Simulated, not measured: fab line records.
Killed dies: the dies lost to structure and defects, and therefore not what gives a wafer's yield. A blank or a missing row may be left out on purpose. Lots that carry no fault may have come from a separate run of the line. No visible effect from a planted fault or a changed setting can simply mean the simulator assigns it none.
Chamber matching	flow n5 finfet	rie diel-03 running N5_GATE_CUT_STRIP_42: 4 sister chambers
The step strips in O2. 8 wafers are shown with their chamber, then 10 later ones without.

== WAFERS, EACH WITH ITS CHAMBER ==
wafer	chamber	showerhead plenum p Torr (Torr)	throttle valve pct (%)
L085.3	0	2.02	16.76
L087.1	3	2.17	16.69
L087.6	2	2.10	16.51
L088.1	2	2.10	16.52
L088.3	1	2.06	16.96
L088.6	3	2.17	16.69
L090.2	1	2.06	16.96
L090.5	0	2.01	16.79

== WAFERS WITH NO CHAMBER GIVEN ==
wafer	showerhead plenum p Torr (Torr)	throttle valve pct (%)
L090.6	2.17	16.69
L093.3	2.10	16.53
L093.5	2.17	16.71
L093.6	2.01	16.77
L094.1	2.01	16.79
L094.3	2.06	16.97
L094.5	2.06	16.97
L096.3	2.17	16.72
L096.5	2.17	16.70
L096.6	2.01	16.81

== WHICH CHAMBER EACH ONE RAN IN ==
wafer	from the rows above	in truth
L090.6	3	3
L093.3	2	2
L093.5	3	3
L093.6	0	0
L094.1	0	0
L094.3	1	1
L094.5	1	1
L096.3	3	3
L096.5	3	3
L096.6	0	0
Placed correctly: 10 of 10. From these rows, 0 cannot be placed. 0 placed wrongly.
How it was worked out, from the rows above alone: a wafer's distance from a chamber is the root of the sum, over the readings, of the square of ((its reading less the chamber's mean) divided by the reading's scatter). If the next closest chamber is less than 2 further off than the closest, the wafer can't be placed; otherwise it belongs to the closest. A chamber's mean is the mean of its shown wafers. How the scatter is found: for the shown wafers, subtract from each reading the mean of its chamber, square and add these, divide the total by (wafers less chambers), then take the root.
